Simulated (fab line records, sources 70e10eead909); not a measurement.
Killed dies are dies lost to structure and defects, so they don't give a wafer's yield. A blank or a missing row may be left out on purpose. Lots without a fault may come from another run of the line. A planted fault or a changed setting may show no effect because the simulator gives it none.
Which tool did it? | flow nand_harc | 11 lots, 31 wafers sampled, at 5 steps of a route of 1302

WHAT THE GAUGES READ, wafer by wafer
NHARC_END_SORT_01. Usual: killed_at_array 53, standard deviation 21; killed_at_other 1.0, standard deviation 1.3; killed_at_periphery 3.8, standard deviation 2.4; killed_dies 58, standard deviation 21; killed_open 3.4, standard deviation 1.9; killed_short 2.4, standard deviation 1.5.
lot  | measured     | on        | killed_at_array | killed_at_other | killed_at_periphery | killed_dies | killed_open | killed_short | flag
L958 | day 24 18:32 | prober-01 | 55 37 34        | 1 1 3           | 6 2 3               | 62 40 40    | 4 1 4       | 0 2 4        |
L959 | day 25 06:49 | prober-01 | 77 64 72        | 0 1 0           | 3 8 5               | 80 73 77    | 3 5 3       | 2 4 2        |
L961 | day 26 03:16 | prober-02 | 70 70 72        | 1 1 1           | 1 4 4               | 72 75 77    | 4 9 10      | 5 1 2        |
L963 | day 27 04:20 | prober-02 | 54 76 57        | 0 0 0           | 4 2 3               | 58 78 60    | 3 6 6       | 0 3 2        |
L968 | day 29 19:32 | prober-01 | 315 34          | 1 0             | 4 9                 | 320 43      | 8 7         | 3 6          | OFF
L971 | day 30 15:33 | prober-02 | 325 74          | 1 0             | 0 4                 | 326 78      | 1 4         | 0 3          | OFF
L976 | day 33 15:43 | prober-02 | 42 44 42        | 0 2 4           | 1 1 3               | 43 47 49    | 3 6 3       | 0 2 3        |
L977 | day 33 15:41 | prober-01 | 52 73 62        | 1 2 3           | 16 11 6             | 69 86 71    | 4 3 3       | 2 5 2        |
L978 | day 33 23:29 | prober-01 | 11 23 13        | 3 2 0           | 3 6 2               | 17 31 15    | 3 3 5       | 2 1 3        |
L979 | day 34 13:46 | prober-02 | 29 33 28        | 0 1 2           | 2 3 4               | 31 37 34    | 2 4 3       | 1 3 2        |
L980 | day 34 13:02 | prober-01 | 54 64 59        | 0 0 1           | 4 7 2               | 58 71 62    | 6 7 2       | 3 2 2        |

WHICH TOOL RAN EACH LOT (tool, then ch and the chambers of the sampled wafers, then the start)
lot  | NHARC_A_CONTACT_STRIP_82                      | NHARC_A_CONTACT_ETCH_89            | NHARC_A_CONTACT_ETCH_30                       | NHARC_A_CONTACT_ETCH_98
L958 | rie_diel-07 ch 0,1,2, day 22 17:12 or earlier | rie_diel-07 ch 0,2,3, day 22 17:12 | rie_diel-07 ch 0,1,3, day 24 18:32 or earlier | rie_diel-09 ch 0,2,3, day 24 18:32 or earlier
L959 | rie_diel-09 ch 0,3, day 23 05:40 or earlier   | rie_diel-07 ch 1,2,3, day 23 05:40 | rie_diel-07 ch 0,1, day 25 06:49 or earlier   | rie_diel-07 ch 1,2,3, day 25 06:49 or earlier
L961 | rie_diel-04 ch 0,2,3, day 24 01:34 or earlier | rie_diel-09 ch 1,2,3, day 24 01:34 | rie_diel-09 ch 0,2,3, day 26 03:16 or earlier | rie_diel-09 ch 0,1,3, day 26 03:16 or earlier
L963 | rie_diel-07 ch 0,1,3, day 24 22:52 or earlier | rie_diel-09 ch 2,3, day 24 22:52   | rie_diel-09 ch 1,2,3, day 27 04:20 or earlier | rie_diel-09 ch 1,2,3, day 27 04:20 or earlier
L968 | rie_diel-09 ch 1,3, day 27 15:23 or earlier   | rie_diel-09 ch 1,2, day 27 15:23   | rie_diel-09 ch 2,3, day 27 18:28 or earlier   | rie_diel-07 ch 2,3, day 27 18:28
L971 | rie_diel-09 ch 0,1, day 28 06:42 or earlier   | rie_diel-09 ch 0,1, day 28 06:42   | rie_diel-09 ch 2,3, day 30 15:33 or earlier   | rie_diel-04 ch 1,2, day 30 15:33 or earlier
L976 | rie_diel-04 ch 1,3, day 31 09:53 or earlier   | rie_diel-04 ch 0,1,2, day 31 09:53 | rie_diel-04 ch 1,3, day 33 15:43 or earlier   | rie_diel-09 ch 1,2, day 33 15:43 or earlier
L977 | rie_diel-09 ch 0,1,3, day 31 10:52 or earlier | rie_diel-09 ch 0,2,3, day 31 10:52 | rie_diel-09 ch 0,1,3, day 33 15:41 or earlier | rie_diel-04 ch 1,2,3, day 33 15:41 or earlier
L978 | rie_diel-09 ch 0,1,2, day 31 11:57 or earlier | rie_diel-04 ch 0,1,3, day 31 11:57 | rie_diel-04 ch 0,2, day 33 23:29 or earlier   | rie_diel-07 ch 0,2, day 33 23:29 or earlier
L979 | rie_diel-07 ch 0,2,3, day 32 07:55 or earlier | rie_diel-09 ch 2,3, day 32 07:55   | rie_diel-09 ch 0,1,2, day 34 13:46 or earlier | rie_diel-09 ch 1,2, day 34 13:46 or earlier
L980 | rie_diel-07 ch 0,2,3, day 32 09:26 or earlier | rie_diel-09 ch 0,1, day 32 09:26   | rie_diel-09 ch 0,2,3, day 34 13:02 or earlier | rie_diel-04 ch 0,1,2, day 34 13:02 or earlier
- NHARC_A_CONTACT_STRIP_82: strips in O2.
- NHARC_A_CONTACT_ETCH_89: etches the open film in N2/H2, target depth 260 nm, time 475.3 s.
- NHARC_A_CONTACT_ETCH_30: etches the open film in CF4/CHF3, target depth 72.6 nm, time 36.3 s.
- NHARC_A_CONTACT_ETCH_98: etches the open film in C4F6/O2, target depth 20 nm, time 10 s.

WHAT THE TOOLS THEMSELVES READ (means of the sampled wafers that have a number; where no wafer has one, the mark that the record gives instead)
NHARC_A_CONTACT_STRIP_82. Usual: drypump_motor_current_A 6.0 A, standard deviation 0.42; oes_product_au 1.001 a.u., standard deviation 0.007; rf_vpp_V 57.7 V, standard deviation 0.92; showerhead_plenum_p_Torr 3.50 Torr, standard deviation 0.15; throttle_valve_pct 17.036 %, standard deviation 0.0086.
lot  | tool        | drypump_motor_current_A (A) | oes_product_au (a.u.) | rf_vpp_V (V) | showerhead_plenum_p_Torr (Torr) | throttle_valve_pct (%) | flag
L958 | rie_diel-07 | 6.2                         | 1.000                 | 58.7         | 3.61                            | 17.043                 |
L959 | rie_diel-09 | 5.8                         | 0.999                 | 58.6         | 3.60                            | 17.035                 |
L961 | rie_diel-04 | 6.2                         | 0.999                 | 57.2         | 3.54                            | 17.033                 |
L963 | rie_diel-07 | 5.7                         | 0.997                 | 58.2         | 3.56                            | 17.039                 |
L968 | rie_diel-09 | 6.2                         | 1.000                 | 57.5         | 3.57                            | 17.036                 |
L971 | rie_diel-09 | 6.0                         | 0.990                 | 56.9         | 3.40                            | 17.034                 |
L976 | rie_diel-04 | 6.3                         | 1.000                 | 57.9         | 3.44                            | 17.043                 |
L977 | rie_diel-09 | 6.0                         | 0.999                 | 57.7         | 3.50                            | 17.042                 |
L978 | rie_diel-09 | 6.0                         | 1.002                 | 57.4         | 3.37                            | 17.033                 |
L979 | rie_diel-07 | 5.9                         | 1.008                 | 57.5         | 3.47                            | 17.032                 |
L980 | rie_diel-07 | 5.9                         | 1.001                 | 57.4         | 3.47                            | 17.036                 |

NHARC_A_CONTACT_ETCH_89. Usual: bias_w 150.1 W, standard deviation 0.42; drypump_motor_current_A 6.0 A, standard deviation 0.39; oes_product_au 1.001 a.u., standard deviation 0.0077; rf_vpp_V 429.6 V, standard deviation 2.8; showerhead_plenum_p_Torr 2.01 Torr, standard deviation 0.096; throttle_valve_pct 14.172 %, standard deviation 0.0089.
lot  | tool        | bias_w (W) | drypump_motor_current_A (A) | oes_product_au (a.u.) | rf_vpp_V (V) | showerhead_plenum_p_Torr (Torr) | throttle_valve_pct (%) | flag
L958 | rie_diel-07 | 150.3      | 5.9                         | 1.004                 | 430.2        | 2.02                            | 14.167                 |
L959 | rie_diel-07 | 150.1      | 5.9                         | 1.003                 | 430.5        | 2.06                            | 14.165                 |
L961 | rie_diel-09 | 149.9      | 6.1                         | 1.005                 | 429.8        | 2.02                            | 14.182                 |
L963 | rie_diel-09 | 149.7      | 5.8                         | 1.003                 | 429.2        | 1.99                            | 14.172                 |
L968 | rie_diel-09 | 150.3      | 6.2                         | 0.914                 | 427.8        | 1.94                            | 14.178                 | OFF
L971 | rie_diel-09 | 150.3      | 6.0                         | 0.916                 | 428.4        | 1.96                            | 14.168                 | OFF
L976 | rie_diel-04 | 149.9      | 6.4                         | 1.000                 | 431.9        | 2.06                            | 14.166                 |
L977 | rie_diel-09 | 149.9      | 5.8                         | 1.005                 | 429.4        | 2.00                            | 14.176                 |
L978 | rie_diel-04 | 149.9      | 6.2                         | 1.001                 | 431.1        | 2.07                            | 14.168                 |
L979 | rie_diel-09 | 150.3      | 5.8                         | 0.994                 | 431.4        | 2.06                            | 14.180                 |
L980 | rie_diel-09 | 150.2      | 6.2                         | 1.009                 | 428.7        | 1.96                            | 14.168                 |

NHARC_A_CONTACT_ETCH_30. Usual: bias_w 200.0 W, standard deviation 0.57; drypump_motor_current_A 6.0 A, standard deviation 0.37; oes_product_au 0.943 a.u., standard deviation 0.024; rf_vpp_V 369.8 V, standard deviation 2.5; showerhead_plenum_p_Torr 1.55 Torr, standard deviation 0.068; throttle_valve_pct 16.803 %, standard deviation 0.0098.
lot  | tool        | bias_w (W) | drypump_motor_current_A (A) | oes_product_au (a.u.) | rf_vpp_V (V) | showerhead_plenum_p_Torr (Torr) | throttle_valve_pct (%) | flag
L958 | rie_diel-07 | 199.6      | 5.8                         | 0.927                 | 371.0        | 1.59                            | 16.802                 |
L959 | rie_diel-07 | 200.2      | 6.1                         | 0.926                 | 372.3        | 1.62                            | 16.799                 |
L961 | rie_diel-09 | 200.0      | 5.7                         | 0.953                 | 369.1        | 1.55                            | 16.809                 |
L963 | rie_diel-09 | 199.7      | 6.1                         | 0.969                 | 369.7        | 1.56                            | 16.809                 |
L968 | rie_diel-09 | 200.5      | 5.9                         | 0.930                 | 370.1        | 1.56                            | 16.802                 |
L971 | rie_diel-09 | 200.4      | 5.8                         | 0.925                 | 370.5        | 1.56                            | 16.803                 |
L976 | rie_diel-04 | 200.3      | 6.3                         | 0.925                 | 369.4        | 1.54                            | 16.799                 |
L977 | rie_diel-09 | 200.7      | 6.0                         | 0.930                 | 370.6        | 1.56                            | 16.795                 |
L978 | rie_diel-04 | 200.2      | 6.2                         | 0.954                 | 369.8        | 1.56                            | 16.805                 |
L979 | rie_diel-09 | 200.4      | 6.0                         | 0.976                 | 368.0        | 1.50                            | 16.805                 |
L980 | rie_diel-09 | 199.9      | 5.7                         | 0.975                 | 368.4        | 1.54                            | 16.803                 |

NHARC_A_CONTACT_ETCH_98. Usual: bias_w 499.9 W, standard deviation 1.4; drypump_motor_current_A 6.0 A, standard deviation 0.41; oes_product_au 0.955 a.u., standard deviation 0.02; rf_vpp_V 546 V, standard deviation 3.3; showerhead_plenum_p_Torr 3.88 Torr, standard deviation 0.16; throttle_valve_pct 26.903 %, standard deviation 0.0085.
lot  | tool        | bias_w (W) | drypump_motor_current_A (A) | oes_product_au (a.u.) | rf_vpp_V (V) | showerhead_plenum_p_Torr (Torr) | throttle_valve_pct (%) | flag
L958 | rie_diel-09 | 499.8      | 5.8                         | 0.940                 | 546          | 3.86                            | 26.901                 |
L959 | rie_diel-07 | 497.8      | 5.9                         | 0.960                 | 547          | 3.95                            | 26.905                 |
L961 | rie_diel-09 | 500.1      | 6.0                         | 0.943                 | 547          | 3.90                            | 26.901                 |
L963 | rie_diel-09 | 500.1      | 6.1                         | 0.964                 | 547          | 3.88                            | 26.908                 |
L968 | rie_diel-07 | 501.0      | 5.8                         | 0.978                 | 545          | 3.83                            | 26.894                 |
L971 | rie_diel-04 | 499.1      | 6.6                         | 0.944                 | 545          | 3.87                            | 26.912                 |
L976 | rie_diel-09 | 499.0      | 6.0                         | 0.965                 | 544          | 3.74                            | 26.898                 |
L977 | rie_diel-04 | 500.8      | 6.4                         | 0.965                 | 545          | 3.82                            | 26.908                 |
L978 | rie_diel-07 | 498.5      | 6.3                         | 0.946                 | 547          | 3.90                            | 26.906                 |
L979 | rie_diel-09 | 499.9      | 6.3                         | 0.951                 | 544          | 3.77                            | 26.906                 |
L980 | rie_diel-04 | 499.8      | 6.4                         | 0.959                 | 548          | 3.96                            | 26.908                 |

THE ANSWER, worked out from the rows above alone
Rule: a lot is off if the mean of its wafers that have a number lies more than 3 standard deviations from the usual mean. A lot without any number at a reading at which 4 lots or more have one is off too. The other lots that the step has rows for count as sound. The gauges are gone through in route order, then the tools' own readings, and for those a lot's mean is taken as printed above. The first step at which some lot is off is used, and at that step the reading that is off furthest; a lot without a number counts as furthest.
Off: L968, L971, at NHARC_END_SORT_01 (killed_at_array).
A tool fits if, at a process step before that reading, it ran every lot that is off, and no sound lot after the first of them. The gauges at NHARC_END_SORT_01 aren't tried: what is off there is off at NHARC_A_CONTACT_ETCH_89 too, on other tools, and a gauge's error can't cause that. NHARC_A_CONTACT_STRIP_82 gives no start for some lots, so the hours and the order of its lots are those of NHARC_A_CONTACT_ETCH_89. NHARC_A_CONTACT_ETCH_30 gives no start for some lots, so the hours and the order of its lots are those of NHARC_END_SORT_01. NHARC_A_CONTACT_ETCH_98 gives no start for some lots, so the hours and the order of its lots are those of NHARC_END_SORT_01. None of those tried fits.

WHAT THE SIMULATOR HAD PUT IN
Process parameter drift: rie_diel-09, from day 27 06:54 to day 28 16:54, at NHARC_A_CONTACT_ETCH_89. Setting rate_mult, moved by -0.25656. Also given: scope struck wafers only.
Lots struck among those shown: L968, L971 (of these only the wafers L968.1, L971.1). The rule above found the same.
